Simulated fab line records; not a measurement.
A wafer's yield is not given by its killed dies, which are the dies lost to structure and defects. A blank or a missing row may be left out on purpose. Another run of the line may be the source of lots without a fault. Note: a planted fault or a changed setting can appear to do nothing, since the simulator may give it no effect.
Which tool is to blame? || flow nand-harc || route of 1302 steps, sampled at 1 step: 24 lots, 72 wafers

WHAT THE GAUGES SHOWED, per wafer
NHARC_A_ONON_D2_THK_MEAS_08: measures by ellipsometry.
{"lot": "L074", "measured": "day 12 07:37", "on": "film-metro-02", "thk-nm (nm)": "990 990 991"}
{"lot": "L075", "measured": "day 13 00:50", "on": "film-metro-02", "thk-nm (nm)": "992 994 990"}
{"lot": "L076", "measured": "day 13 13:41", "on": "film-metro-02", "thk-nm (nm)": "1002 1005 1002"}
{"lot": "L077", "measured": "day 13 19:38", "on": "film-metro-01", "thk-nm (nm)": "1005 1006 1005"}
{"lot": "L079", "measured": "day 14 09:43", "on": "film-metro-02", "thk-nm (nm)": "1002 999 1000"}
{"lot": "L078", "measured": "day 14 10:15", "on": "film-metro-02", "thk-nm (nm)": "1008 1007 1008"}
{"lot": "L080", "measured": "day 15 05:31", "on": "film-metro-01", "thk-nm (nm)": "969 970 970"}
{"lot": "L081", "measured": "day 15 16:13", "on": "film-metro-02", "thk-nm (nm)": "1001 1000 999"}
{"lot": "L082", "measured": "day 16 02:36", "on": "film-metro-01", "thk-nm (nm)": "996 997 994"}
{"lot": "L083", "measured": "day 16 08:26", "on": "film-metro-01", "thk-nm (nm)": "1015 1013 1016"}
{"lot": "L085", "measured": "day 17 05:52", "on": "film-metro-02", "thk-nm (nm)": "989 989 988"}
{"lot": "L084", "measured": "day 17 06:05", "on": "film-metro-02", "thk-nm (nm)": "1002 1004 1005"}
{"lot": "L086", "measured": "day 17 09:53", "on": "film-metro-01", "thk-nm (nm)": "993 992 993"}
{"lot": "L087", "measured": "day 18 11:49", "on": "film-metro-02", "thk-nm (nm)": "1001 1001 1001"}
{"lot": "L088", "measured": "day 18 11:51", "on": "film-metro-01", "thk-nm (nm)": "1004 1003 1004"}
{"lot": "L089", "measured": "day 18 18:39", "on": "film-metro-02", "thk-nm (nm)": "1005 1004 1003"}
{"lot": "L090", "measured": "day 18 18:40", "on": "film-metro-01", "thk-nm (nm)": "1015 1015 1016"}
{"lot": "L091", "measured": "day 19 07:16", "on": "film-metro-02", "thk-nm (nm)": "1003 1002 1003"}
{"lot": "L092", "measured": "day 20 04:01", "on": "film-metro-01", "thk-nm (nm)": "1013 1011 1014"}
{"lot": "L093", "measured": "day 20 12:27", "on": "film-metro-02", "thk-nm (nm)": "1009 1010 1011"}
{"lot": "L094", "measured": "day 20 12:31", "on": "film-metro-02", "thk-nm (nm)": "1002 1001 1001"}
{"lot": "L095", "measured": "day 21 09:14", "on": "film-metro-01", "thk-nm (nm)": "999 998 998"}
{"lot": "L096", "measured": "day 22 00:10", "on": "film-metro-02", "thk-nm (nm)": "1009 1010 1009"}
{"lot": "L097", "measured": "day 22 00:16", "on": "film-metro-01", "thk-nm (nm)": "988 989 986"}

WHICH TOOL RAN EACH LOT (tool, then ch and the chambers of the sampled wafers, then the start)
No process step before these readings appears in the record.

WHAT THE TOOLS THEMSELVES READ (means of the sampled wafers that have a number; where no wafer has one, the mark that the record gives instead)
The record holds no such reading with a usual standard deviation.

THE ANSWER, worked out from the rows above alone
Rule: usual is defined by the lots themselves. The widest of any qualifying gaps counts: lots, ordered by their means at a reading, are off when they make up no more than a third of the lots, leave a main group of 4 or more, and stand apart from it by 3 or more times the standard deviation of that group's means. The tables above print the reading to a certain number of digits; a main group whose means all agree to those digits is not used. Also off: a lot with no number at a reading for which 4 or more lots have one. The other lots that the step has rows for count as sound. Order of review: gauges by route order, followed by the tools' own readings, for which a lot's mean as printed above is used. At the first step where some lot is off, the reading lying furthest off is the one used; lots without a number count as furthest.
Across all readings shown, no lot is off: no conclusion can be drawn from this.

WHAT THE SIMULATOR HAD INSERTED
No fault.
